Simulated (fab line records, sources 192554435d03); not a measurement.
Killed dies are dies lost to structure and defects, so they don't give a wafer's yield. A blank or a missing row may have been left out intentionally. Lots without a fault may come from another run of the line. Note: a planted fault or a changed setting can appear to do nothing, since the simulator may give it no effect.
A lot that was struck, set against a sound lot ; flow n5-finfet ; 16 steps out of a route of 1938
Sound: the wafers L181.3, L181.5, L181.6. Struck: wafers L198.2, L198.3. (L198.5 of the same lot was not struck and is left out.) The cause comes at the end.
Each step with rows lists, per side, the tool, then ch with its chambers, then its first start. Under that, the readings that differ: sound wafers ; struck wafers ; difference of the means ; sigmas: that difference in standard deviations of wafers without a fault.
alike: readings with means less than 2 such deviations apart, plus words and numbers identical on both sides. not compared: withheld readings, readings lacking a value on some wafer, bounds such as >300 that could conceal the same value, and numbers that have no deviation in the record and whose values overlap.
A row with sigmas, a row that says differs or no value, or rows on one side alone: a step with any of these is where the two part. Numbers that don't overlap but have no deviation are shown without sigmas and don't part them. Lack of a reading on every wafer of one side parts them only where that side has two or more wafers.

N5_MOL_CONTACT_COAG_OVL_MEAS_85:
  sound on overlay-02 ch 0, day 5 22:28; struck on overlay-01 ch 0, day 10 09:32
  alike: VG_OVL
N5_MOL_CONTACT_COAG_INSPECT_57: inspects for defects (brightfield).
  sound: defect-inspect-02 at day 5 22:31; struck: defect-inspect-01 at day 10 09:35
  alike: raw-defect-count
N5_MOL_CONTACT_COAG_DESCUM_88: chemistry O2, time 7 s.
  sound on rie-diel-04 ch 1,3, day 5 22:32; struck on rie-diel-01 ch 1,2, day 10 09:53
reading;sound;struck;difference;sigmas
showerhead-plenum-p-Torr (Torr);2.01 2.02 2.10;2.19 2.13;+0.12;+2
  alike: bias-power-w, drypump-motor-current-A, oes-product-au, rf-vpp-V, throttle-valve-pct
  not compared: rf-hours-counter-h
N5_MOL_CONTACT_COAG_ETCH_89: etches underlayer in N2/H2, target depth 13 nm, time 10.4 s.
  sound on rie-diel-04 ch 1,3, day 5 22:35; struck on rie-diel-01 ch 1,2, day 10 09:55
reading;sound;struck;difference;sigmas
rf-vpp-V (V);521.1 521.0 524.2;526.6 525.6;+4.0;+2
showerhead-plenum-p-Torr (Torr);2.46 2.46 2.55;2.66 2.61;+0.15;+2
  alike: drypump-motor-current-A, etch-rf-on-time-s, oes-product-au, throttle-valve-pct
  not compared: rf-hours-counter-h
N5_MOL_CONTACT_COAG_ETCH_90: etches SiARC in CF4, target depth 13 nm, time 21.7 s.
  sound on rie-diel-04 ch 1,3, day 5 22:36; struck on rie-diel-01 ch 1,2, day 10 09:56
  alike: drypump-motor-current-A, etch-rf-on-time-s, oes-product-au, rf-vpp-V, showerhead-plenum-p-Torr, throttle-valve-pct
  not compared: rf-hours-counter-h
N5_MOL_CONTACT_COAG_ALD_131: deposits SiO2, target thk 5 nm, pulse time 1 s, co reactant pulse time 1 s.
  sound on ald-sin-01 ch 0,1,2, day 5 22:41; struck on ald-sin-01 ch 0,1, day 10 10:01
  alike: heater-power-w, precursor-pulse-height-rel
N5_MOL_CONTACT_COAG_ETCHBACK_132: etches SiO2 in CHF3, target depth 10 nm, time 6.7 s.
  sound on rie-diel-01 ch 1,2, day 5 22:52; struck on rie-diel-01 ch 0,1, day 10 10:12
  alike: drypump-motor-current-A, oes-product-au, rf-vpp-V, showerhead-plenum-p-Torr, throttle-valve-pct
  not compared: rf-hours-counter-h
then, 5 steps without rows for these wafers: N5_MOL_CONTACT_COAG_ETCH_91 (etches SOC in N2/H2, target depth 60 nm, overetch 21 nm, time 101.2 s); N5_MOL_CONTACT_COAG_STRIP_92 (strips in N2/H2); N5_MOL_CONTACT_COAG_STRIP_93 (strips in N2/H2); N5_MOL_CONTACT_COAG_ETCHBACK_135 (etches SiO2 in CHF3, target depth 25 nm, time 16.7 s); N5_MOL_CONTACT_COAG_STRIP_118 (strips in CHF3).
N5_MOL_CONTACT_COAG_VIA_ETCH_46: etches SiO2 in C4F6/O2, target depth 46 nm, overetch 9.2 nm, time 40 s.
  sound on rie-diel-01 ch 1,2, day 5 23:01; struck on rie-diel-01 ch 0,1, day 10 10:22
  alike: drypump-motor-current-A, oes-product-au, rf-vpp-V, showerhead-plenum-p-Torr, throttle-valve-pct
  not compared: rf-hours-counter-h, model.SOC_of_MOL_CONTACT_COAG_COAT_75.thk-nm
then, 1 step without rows for these wafers: N5_MOL_CONTACT_COAG_STRIP_96 (strips in N2/H2).
-- record jumps: 3 days separate the struck wafers' starts on either side; left off in module MOL_CONTACT_COAG, taken up again in module BEOL_M4, whose first shown step is the route's number 1111 --
N5_BEOL_M4_RC_MEAS_101:
  sound on prober-01 ch 0, day 9 08:12; struck on prober-02 ch 0, day 13 14:48
reading;sound;struck;difference;sigmas
DIBL_P (mV/V);38.4 39.4 37.8;34.1 33.8;-4.6;-2
ION_N (uA/um);696 697 681;665 663;-27;-3
SS_P (mV/dec);74.0 74.6 73.5;72.3 72.4;-1.7;-2
  alike: DIBL_N, IOFF_N, IOFF_P, ION_P, SS_N, VT_N, VT_P
-- record jumps: 5 days separate the struck wafers' starts on either side; left off in module BEOL_M4, taken up again in module PASSIVATION, whose first shown step is the route's number 1936 --
N5_PASSIVATION_PROBE_49:
  sound: prober-02 at day 13 10:24; struck: prober-01 at day 18 03:24
  alike: defect-limited-yield, killed_at_M0_to_M3, killed_at_M4_up, killed-at-contacts, killed-at-front-end, killed-at-other, killed-dies, killed-open, killed-short, sort_bin_5_function, sort_bin_6_memory, sort_bin_8_speed, sort-n-pass, sort-yield-pct

== WHERE THEY PART ==
At N5_MOL_CONTACT_COAG_DESCUM_88 first; at N5_BEOL_M4_RC_MEAS_101 last (within this record only). Later steps at which nothing parts them and some readings are alike: N5_PASSIVATION_PROBE_49.

WHY: whatever the simulator had introduced
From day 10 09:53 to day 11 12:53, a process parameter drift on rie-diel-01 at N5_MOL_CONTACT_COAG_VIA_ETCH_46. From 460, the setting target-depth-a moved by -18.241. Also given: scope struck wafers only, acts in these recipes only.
